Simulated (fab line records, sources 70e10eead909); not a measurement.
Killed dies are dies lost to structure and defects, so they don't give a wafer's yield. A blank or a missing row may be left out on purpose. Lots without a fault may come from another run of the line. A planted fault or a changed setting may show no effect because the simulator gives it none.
Which tool did it? | flow nand_harc | 10 lots, 30 wafers sampled, at 5 steps of a route of 1302

WHAT THE GAUGES READ, wafer by wafer
NHARC_END_SORT_01. Usual: killed_at_array 47, standard deviation 18; killed_at_other 0.9, standard deviation 1.1; killed_at_periphery 4, standard deviation 3.1; killed_dies 52, standard deviation 18; killed_open 3.1, standard deviation 1.5; killed_short 2.4, standard deviation 1.5.
lot  | measured     | on        | killed_at_array | killed_at_other | killed_at_periphery | killed_dies | killed_open | killed_short | flag
L323 | day 29 14:52 | prober-02 | 49 665 52       | 0 0 0           | 3 2 1               | 52 667 53   | 2 4 6       | 4 5 2        | OFF
L326 | day 30 15:35 | prober-02 | 624 40 646      | 0 1 0           | 17 10 8             | 641 51 654  | 7 1 4       | 6 2 2        | OFF
L325 | day 30 07:50 | prober-01 | 81 72 100       | 0 0 0           | 6 9 4               | 87 81 104   | 4 5 2       | 7 3 2        |
L334 | day 33 13:56 | prober-02 | 59 43 54        | 4 1 3           | 4 3 2               | 67 47 59    | 4 3 4       | 1 1 2        |

WHICH TOOL RAN EACH LOT (tool, then ch and the chambers of the sampled wafers, then the start)
lot  | NHARC_A_SLIT_ETCH_24               | NHARC_A_SLIT_ETCH_15               | NHARC_A_SLIT_ETCH_26             | NHARC_A_SLIT_ETCH_29
L313 | rie_diel-13 ch 1,2,3, day 21 05:32 | rie_diel-13 ch 1,2,3, day 21 05:38 | har_etch-02 ch 0,1, day 21 11:31 | rie_diel-09 ch 0,1,2, day 21 12:25
L315 | rie_diel-05 ch 1,2,3, day 21 17:50 | rie_diel-05 ch 0,3, day 21 17:54   | har_etch-02 ch 0,1, day 21 22:34 | rie_diel-05 ch 0,1,2, day 21 23:28
L314 | rie_diel-13 ch 0,2, day 21 19:10   | rie_diel-13 ch 1,2,3, day 21 19:15 | har_etch-01 ch 0,1, day 21 23:58 | rie_diel-05 ch 1,2,3, day 22 00:52
L316 | rie_diel-09 ch 0,1,3, day 22 08:14 | rie_diel-09 ch 1,2, day 22 08:25   | har_etch-02 ch 0,1, day 22 16:43 | rie_diel-05 ch 0,3, day 22 17:35
L323 | rie_diel-13 ch 0,2, day 24 20:43   | rie_diel-13 ch 1,2,3, day 24 20:55 | har_etch-02 ch 0,1, day 25 03:49 | rie_diel-13 ch 0,1,2, day 25 04:39
L326 | rie_diel-13 ch 1,2,3, day 25 11:55 | rie_diel-13 ch 0,2,3, day 25 12:01 | har_etch-02 ch 0,1, day 25 17:11 | rie_diel-13 ch 0,1,2, day 25 18:05
L325 | rie_diel-09 ch 1,2,3, day 25 12:05 | rie_diel-09 ch 0,1,3, day 25 12:13 | har_etch-01 ch 0,1, day 25 17:28 | rie_diel-05 ch 0,2,3, day 25 18:20
L328 | rie_diel-09 ch 0,3, day 26 00:30   | rie_diel-09 ch 0,3, day 26 00:42   | har_etch-01 ch 0,1, day 26 05:22 | rie_diel-13 ch 1,2, day 26 06:12
L333 | rie_diel-13 ch 0,2,3, day 28 15:28 | rie_diel-13 ch 0,2,3, day 28 15:34 | har_etch-02 ch 0,1, day 28 20:16 | rie_diel-05 ch 0,1,2, day 28 21:09
L334 | rie_diel-13 ch 0,1,3, day 28 23:23 | rie_diel-13 ch 2,3, day 28 23:28   | har_etch-01 ch 0,1, day 29 04:05 | rie_diel-05 ch 0,2,3, day 29 04:59
- NHARC_A_SLIT_ETCH_24: etches the open film in CF4/CHF3, target depth 121 nm, time 60.5 s.
- NHARC_A_SLIT_ETCH_15: etches the open film in O2/COS, target depth 6200 nm, time 1612 s.
- NHARC_A_SLIT_ETCH_26: etches the open film in C4F8/O2/Ar, time 90 s, target depth 400 nm.
- NHARC_A_SLIT_ETCH_29: etches the open film in CF4/O2, target depth 100 nm, overetch 10 nm, time 55 s.

WHAT THE TOOLS THEMSELVES READ (means of the sampled wafers that have a number; where no wafer has one, the mark that the record gives instead)
NHARC_A_SLIT_ETCH_24. Usual: chf3_flow_sccm 30.00 sccm, standard deviation 0.083; drypump_motor_current_A 5.8 A, standard deviation 0.54; oes_product_au 0.963 a.u., standard deviation 0.021; rf_vpp_V 370.3 V, standard deviation 2.4; run_length_s 81.7 s, standard deviation 0.46; showerhead_plenum_p_Torr 1.57 Torr, standard deviation 0.062; throttle_valve_pct 16.803 %, standard deviation 0.0081.
lot  | tool        | chf3_flow_sccm (sccm) | drypump_motor_current_A (A) | oes_product_au (a.u.) | rf_vpp_V (V) | run_length_s (s) | showerhead_plenum_p_Torr (Torr) | throttle_valve_pct (%) | flag
L313 | rie_diel-13 | 30.02                 | 5.8                         | 0.972                 | 371.7        | 81.5             | 1.59                            | 16.806                 |
L315 | rie_diel-05 | 30.04                 | 5.8                         | 0.964                 | 371.5        | 81.2             | 1.60                            | 16.802                 |
L314 | rie_diel-13 | 29.99                 | 5.3                         | 0.938                 | 371.5        | 81.6             | 1.62                            | 16.804                 |
L316 | rie_diel-09 | 29.96                 | 6.1                         | 0.966                 | 370.3        | 81.9             | 1.53                            | 16.803                 |
L323 | rie_diel-13 | 30.02                 | 5.3                         | 0.956                 | 372.3        | 81.9             | 1.62                            | 16.804                 |
L326 | rie_diel-13 | 30.04                 | 5.8                         | 0.977                 | 371.0        | 81.7             | 1.59                            | 16.800                 |
L325 | rie_diel-09 | 29.96                 | 6.1                         | 0.972                 | 369.3        | 81.9             | 1.53                            | 16.793                 |
L328 | rie_diel-09 | 29.95                 | 6.1                         | 0.989                 | 367.1        | 82.2             | 1.48                            | 16.806                 |
L333 | rie_diel-13 | 30.04                 | 5.6                         | 0.970                 | 370.6        | 81.8             | 1.59                            | 16.799                 |
L334 | rie_diel-13 | 29.90                 | 5.3                         | 0.967                 | 371.2        | 81.7             | 1.58                            | 16.799                 |

NHARC_A_SLIT_ETCH_15. Usual: drypump_motor_current_A 5.8 A, standard deviation 0.52; o2_flow_sccm 399.8 sccm, standard deviation 1.1; oes_product_au 1.002 a.u., standard deviation 0.015; rf_vpp_V 314.1 V, standard deviation 2; run_length_s 1633.2 s, standard deviation 0.42; showerhead_plenum_p_Torr 3.11 Torr, standard deviation 0.12; throttle_valve_pct 28.330 %, standard deviation 0.0091.
lot  | tool        | drypump_motor_current_A (A) | o2_flow_sccm (sccm) | oes_product_au (a.u.) | rf_vpp_V (V) | run_length_s (s) | showerhead_plenum_p_Torr (Torr) | throttle_valve_pct (%) | flag
L313 | rie_diel-13 | 5.8                         | 399.2               | 0.999                 | 315.1        | 1633.0           | 3.16                            | 28.329                 |
L315 | rie_diel-05 | 6.5                         | 400.1               | 1.000                 | 312.0        | 1633.3           | 3.01                            | 28.330                 |
L314 | rie_diel-13 | 5.8                         | 400.0               | 0.993                 | 314.8        | 1633.2           | 3.16                            | 28.330                 |
L316 | rie_diel-09 | 6.0                         | 400.0               | 0.983                 | 313.3        | 1633.1           | 3.05                            | 28.333                 |
L323 | rie_diel-13 | 5.8                         | 399.8               | 1.013                 | 315.3        | 1492.2           | 3.16                            | 28.335                 | OFF
L326 | rie_diel-13 | 5.6                         | 399.6               | 1.005                 | 314.5        | 1351.6           | 3.15                            | 28.324                 | OFF
L325 | rie_diel-09 | 6.1                         | 398.5               | 1.010                 | 312.9        | 1633.4           | 3.03                            | 28.324                 |
L328 | rie_diel-09 | 6.0                         | 398.5               | 1.003                 | 311.5        | 1633.8           | 2.94                            | 28.330                 |
L333 | rie_diel-13 | 5.6                         | 400.2               | 0.999                 | 314.6        | 1633.3           | 3.15                            | 28.337                 |
L334 | rie_diel-13 | 5.8                         | 400.9               | 1.013                 | 314.1        | 1633.0           | 3.10                            | 28.336                 |

NHARC_A_SLIT_ETCH_26. Usual: drypump_motor_current_A 6.0 A, standard deviation 0.5; o2_flow_sccm 83.28 sccm, standard deviation 0.22; run_length_s 121.1 s, standard deviation 0.35; showerhead_plenum_p_Torr 3.72 Torr, standard deviation 0.13; throttle_valve_pct 27.619 %, standard deviation 0.0092.
lot  | tool        | drypump_motor_current_A (A) | o2_flow_sccm (sccm) | run_length_s (s) | showerhead_plenum_p_Torr (Torr) | throttle_valve_pct (%) | flag
L313 | har_etch-02 | 6.2                         | 83.20               | 120.9            | 3.85                            | 27.619                 |
L315 | har_etch-02 | 6.2                         | 83.33               | 121.1            | 3.85                            | 27.621                 |
L314 | har_etch-01 | 5.9                         | 83.42               | 121.5            | 3.67                            | 27.615                 |
L316 | har_etch-02 | 5.7                         | 83.17               | 121.0            | 3.75                            | 27.616                 |
L323 | har_etch-02 | 5.8                         | 83.39               | 120.7            | 3.73                            | 27.628                 |
L326 | har_etch-02 | 6.2                         | 83.30               | 121.1            | 3.81                            | 27.626                 |
L325 | har_etch-01 | 5.9                         | 83.09               | 121.2            | 3.64                            | 27.613                 |
L328 | har_etch-01 | 5.9                         | 83.14               | 121.2            | 3.63                            | 27.620                 |
L333 | har_etch-02 | 6.2                         | 83.13               | 120.9            | 3.79                            | 27.619                 |
L334 | har_etch-01 | 5.9                         | 83.16               | 121.6            | 3.61                            | 27.620                 |

NHARC_A_SLIT_ETCH_29. Usual: drypump_motor_current_A 5.8 A, standard deviation 0.5; o2_flow_sccm 20.00 sccm, standard deviation 0.06; oes_ar_750_au 1.000 a.u., standard deviation 0.0044; oes_product_au 1.002 a.u., standard deviation 0.014; rf_vpp_V 197.8 V, standard deviation 1.4; run_length_s 76.3 s, standard deviation 0.5; showerhead_plenum_p_Torr 1.33 Torr, standard deviation 0.056; throttle_valve_pct 13.397 %, standard deviation 0.0093.
lot  | tool        | drypump_motor_current_A (A) | o2_flow_sccm (sccm) | oes_ar_750_au (a.u.) | oes_product_au (a.u.) | rf_vpp_V (V) | run_length_s (s) | showerhead_plenum_p_Torr (Torr) | throttle_valve_pct (%) | flag
L313 | rie_diel-09 | 6.0                         | 19.96               | 0.999                | 0.992                 | 197.8        | 76.5             | 1.30                            | 13.403                 |
L315 | rie_diel-05 | 5.8                         | 19.98               | 0.998                | 1.015                 | 198.5        | 76.0             | 1.35                            | 13.389                 |
L314 | rie_diel-05 | 5.8                         | 20.02               | 1.000                | 1.001                 | 198.6        | 75.7             | 1.35                            | 13.397                 |
L316 | rie_diel-05 | 6.4                         | 19.98               | 0.999                | 1.000                 | 196.5        | 76.4             | 1.29                            | 13.408                 |
L323 | rie_diel-13 | 5.5                         | 19.98               | 1.003                | 1.013                 | 198.5        | 76.1             | 1.38                            | 13.385                 |
L326 | rie_diel-13 | 5.5                         | 20.02               | 1.002                | 1.005                 | 199.1        | 76.0             | 1.38                            | 13.395                 |
L325 | rie_diel-05 | 6.3                         | 20.06               | 0.996                | 0.993                 | 197.4        | 76.5             | 1.31                            | 13.399                 |
L328 | rie_diel-13 | 6.0                         | 19.96               | 1.004                | 1.018                 | 199.3        | 76.2             | 1.39                            | 13.401                 |
L333 | rie_diel-05 | 5.8                         | 19.96               | 0.999                | 0.988                 | 198.6        | 75.9             | 1.35                            | 13.398                 |
L334 | rie_diel-05 | 6.2                         | 20.06               | 0.999                | 1.000                 | 198.2        | 76.1             | 1.31                            | 13.397                 |

THE ANSWER, worked out from the rows above alone
Rule: a lot is off if the mean of its wafers that have a number lies more than 3 standard deviations from the usual mean. A lot without any number at a reading at which 4 lots or more have one is off too. The other lots that the step has rows for count as sound. The gauges are gone through in route order, then the tools' own readings, and for those a lot's mean is taken as printed above. The first step at which some lot is off is used, and at that step the reading that is off furthest; a lot without a number counts as furthest.
Off: L323, L326, at NHARC_END_SORT_01 (killed_dies). Neither off nor sound, because the step has no rows for them: L313, L315, L314, L316, L328, L333.
A tool fits if, at a process step before that reading, it ran every lot that is off, and no sound lot after the first of them. The gauges at NHARC_END_SORT_01 aren't tried: what is off there is off at NHARC_A_SLIT_ETCH_15 too, on other tools, and a gauge's error can't cause that. Can't be told from this: 2 tools fit, har_etch-02 at NHARC_A_SLIT_ETCH_26, rie_diel-13 at NHARC_A_SLIT_ETCH_29.

WHAT THE SIMULATOR HAD PUT IN
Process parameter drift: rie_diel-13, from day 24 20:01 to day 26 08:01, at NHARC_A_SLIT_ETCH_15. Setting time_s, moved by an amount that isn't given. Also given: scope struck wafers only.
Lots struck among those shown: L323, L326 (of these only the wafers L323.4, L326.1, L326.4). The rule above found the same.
